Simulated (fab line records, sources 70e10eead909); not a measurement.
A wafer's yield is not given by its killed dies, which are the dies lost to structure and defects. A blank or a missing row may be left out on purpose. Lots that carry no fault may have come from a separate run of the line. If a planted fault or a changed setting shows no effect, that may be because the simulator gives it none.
Which tool is to blame? -- flow nand-harc -- 15 lots with 45 wafers sampled at 5 steps, on a route of 1159 steps

## WHAT EACH GAUGE READ, for each wafer
NHARC_A_ONON_D1_THK_MEAS_02: measures by ellipsometry.
lot,measured,on,thk-nm (nm)
L593,day 7 15:17,film-metro-02,1004 1004 1003
L596,day 8 03:58,film-metro-01,1016 1014 1015
L595,day 8 03:58,film-metro-01,1009 1011 1008
L599,day 8 20:27,film-metro-02,1003 1004 1005
L597,day 8 20:28,film-metro-02,997 1000 998
L598,day 8 20:28,film-metro-01,993 989 992
L604,day 10 06:43,film-metro-02,992 989 990
L606,day 10 17:28,film-metro-02,995 998 995
L609,day 11 11:33,film-metro-02,1003 1004 1005
L608,day 11 11:33,film-metro-01,1009 1008 1007
L611,day 11 21:02,film-metro-02,993 992 994
L610,day 11 21:16,film-metro-01,1003 1002 1004
L614,day 12 20:04,film-metro-01,1004 1006 1007
L616,day 12 20:05,film-metro-02,1013 1013 1015
L615,day 12 20:20,film-metro-01,1008 1009 1009

NHARC_A_ONON_D1_INSPECT_32.
lot,measured,on,raw-defect-count
L593,day 8 03:28,defect-inspect-01,33 58 51
L596,day 8 17:04,defect-inspect-01,61 66 79
L595,day 8 17:11,defect-inspect-01,52 92 80
L599,day 9 09:07,defect-inspect-02,120 38 62
L597,day 9 09:20,defect-inspect-01,67 53 125
L598,day 9 08:57,defect-inspect-02,55 88 56
L604,day 10 19:12,defect-inspect-01,92 67 72
L606,day 11 05:45,defect-inspect-02,83 96 109
L609,day 11 23:43,defect-inspect-02,79 106 65
L608,day 11 23:51,defect-inspect-01,45 64 53
L611,day 12 09:33,defect-inspect-01,67 69 35
L610,day 12 09:15,defect-inspect-02,55 112 59
L614,day 13 08:22,defect-inspect-02,88 129 79
L616,day 13 08:26,defect-inspect-01,38 41 71
L615,day 13 08:38,defect-inspect-02,63 58 83

NHARC_A_CHANNEL_HOLE_D1_OVL_MEAS_11.
lot,measured,on,overlay-x-nm (nm),overlay-y-nm (nm)
L593,day 8 06:23,overlay-02,1.0 0.6 0.8,0.6 0.9 0.4
L596,day 8 20:25,overlay-01,0.4 0.7 0.7,-0.3 0.2 -0.1
L595,day 8 22:09,overlay-02,0.2 0.6 0.4,1.2 1.5 1.2
L599,day 9 12:22,overlay-01,0.2 -0.6 0.0,0.3 0.9 0.7
L597,day 9 16:16,overlay-02,-0.9 -0.8 -0.8,-0.8 -0.7 -0.9
L598,day 9 14:37,overlay-01,0.3 -0.3 0.2,0.1 0.6 0.3
L604,day 11 01:42,overlay-02,-0.9 -1.0 -0.8,-0.5 0.0 0.0
L606,day 11 11:12,overlay-02,-1.0 -1.4 -1.3,-0.1 -0.2 0.6
L609,day 12 02:31,overlay-01,-0.2 -0.3 0.4,-0.1 -0.5 0.3
L608,day 12 03:10,overlay-02,-0.8 -1.1 -1.5,-0.2 -0.5 -0.5
L611,day 12 14:13,overlay-01,-0.1 0.2 0.0,-1.2 -1.2 -0.7
L610,day 12 12:28,overlay-02,-0.3 -0.1 0.4,0.0 0.1 0.1
L614,day 13 11:56,overlay-01,-1.3 -0.8 -1.1,1.4 0.8 0.6
L616,day 13 13:39,overlay-02,0.1 -0.1 0.3,1.0 0.6 1.0
L615,day 13 13:55,overlay-01,-0.8 0.0 -0.4,0.7 0.6 0.8

NHARC_END_SORT_01.
lot,measured,on,killed-at-array,killed-at-other,killed-at-periphery,killed-dies,killed-open,killed-short
L593,day 19 08:55,prober-02,23 34 24,1 0 0,3 10 5,27 44 29,1 3 1,2 4 1
L596,day 19 19:42,prober-01,9 10 13,0 0 0,1 0 2,10 10 15,0 1 4,3 1 3
L595,day 20 15:25,prober-02,24 31 25,1 0 0,0 4 3,25 35 28,2 6 4,1 2 0
L599,day 21 00:59,prober-01,23 14 27,1 1 0,2 3 2,26 18 29,5 3 3,2 4 4
L597,day 20 16:10,prober-01,671 673 676,1 4 1,5 0 0,677 677 677,4 1 0,3 1 1
L598,day 21 09:30,prober-02,673 676 673,0 0 1,4 1 3,677 677 677,5 4 6,0 1 4
L604,day 22 00:26,prober-02,676 673 674,0 2 0,1 2 3,677 677 677,3 0 4,1 1 0
L606,day 22 16:44,prober-01,35 36 35,1 0 0,3 2 2,39 38 37,4 2 4,3 1 1
L609,day 22 23:43,prober-01,33 26 33,0 0 0,2 1 1,35 27 34,6 1 5,3 3 2
L608,day 22 22:02,prober-02,26 34 25,1 0 1,7 7 2,34 41 28,2 6 3,2 0 2
L611,day 23 12:40,prober-02,29 12 15,2 2 1,4 3 1,35 17 17,4 2 0,2 2 2
L610,day 23 12:43,prober-01,33 39 41,2 2 1,3 5 3,38 46 45,1 8 5,2 4 0
L614,day 24 16:04,prober-02,33 39 35,1 2 3,2 0 3,36 41 41,1 1 2,3 1 2
L616,day 24 07:27,prober-02,20 26 20,3 2 1,8 3 5,31 31 26,3 3 0,0 1 2
L615,day 24 21:35,prober-01,13 15 18,2 0 0,3 6 5,18 21 23,2 1 3,1 3 1

## WHAT TOOL EACH LOT RAN ON (gives the tool, then ch and the chambers of the sampled wafers, and finally the start)
lot,NHARC_A_CHANNEL_HOLE_D1_DEP_00
L593,"acl-dep-03 ch 0, day 8 03:38"
L596,"acl-dep-01 ch 0, day 8 17:40"
L595,"acl-dep-03 ch 0, day 8 19:26"
L599,"acl-dep-01 ch 0, day 9 09:30"
L597,"acl-dep-03 ch 0, day 9 10:43 and acl-dep-02 ch 0, day 9 13:52"
L598,"acl-dep-02 ch 0, day 9 09:30 and acl-dep-01 ch 0, day 9 11:43"
L604,"acl-dep-01 ch 0, day 10 20:16 and acl-dep-03 ch 0, day 10 22:53"
L606,"acl-dep-03 ch 0, day 11 08:46"
L609,"acl-dep-03 ch 0, day 11 23:47"
L608,"acl-dep-01 ch 0, day 12 00:50"
L611,"acl-dep-01 ch 0, day 12 11:37"
L610,"acl-dep-01 ch 0, day 12 09:44"
L614,"acl-dep-03 ch 0, day 13 09:34"
L616,"acl-dep-02 ch 0, day 13 11:03"
L615,"acl-dep-03 ch 0, day 13 11:10"
- NHARC_A_CHANNEL_HOLE_D1_DEP_00: deposits aC, target thk 3100 nm.

## WHAT THE TOOLS THEMSELVES READ (means of the sampled wafers that have a number; where no wafer has one, the mark that the record gives instead)
NHARC_A_CHANNEL_HOLE_D1_DEP_00.
lot,tool,throttle-valve-pct (%)
L593,acl-dep-03,34.998
L596,acl-dep-01,34.994
L595,acl-dep-03,34.992
L599,acl-dep-01,34.996
L597,acl-dep-03/acl-dep-02,35.001
L598,acl-dep-02/acl-dep-01,35.007
L604,acl-dep-01/acl-dep-03,35.008
L606,acl-dep-03,34.996
L609,acl-dep-03,35.000
L608,acl-dep-01,34.996
L611,acl-dep-01,35.001
L610,acl-dep-01,35.004
L614,acl-dep-03,35.002
L616,acl-dep-02,35.002
L615,acl-dep-03,35.002

## THE ANSWER, worked out from the rows above alone
Rule: what is usual is taken from the lots themselves. The widest of any qualifying gaps counts: lots, ordered by their means at a reading, are off when they make up no more than a third of the lots, leave a main group of 4 or more, and stand apart from it by 3 or more times the standard deviation of that group's means. The tables above print the reading to a certain number of digits; a main group whose means all agree to those digits is not used. Also off: a lot with no number at a reading for which 4 or more lots have one. The other lots that the step has rows for count as sound. First the gauges in route order, then the tools' own readings, where a lot's mean is used as printed above. The first step at which some lot is off is used, and at that step the reading that is off furthest; a lot without a number counts as furthest.
Off: L597, L598, L604 (NHARC_END_SORT_01, killed-at-array). The main group has a mean of 26 with a standard deviation of 8.1.
If a tool, at a process step before that reading, ran all the lots that are off and no sound lot after the first of them, it fits. Those tools and the gauges at NHARC_END_SORT_01 are tried in the same way. Not one of the candidates tried fits.

## WHAT THE SIMULATOR HAD PUT IN
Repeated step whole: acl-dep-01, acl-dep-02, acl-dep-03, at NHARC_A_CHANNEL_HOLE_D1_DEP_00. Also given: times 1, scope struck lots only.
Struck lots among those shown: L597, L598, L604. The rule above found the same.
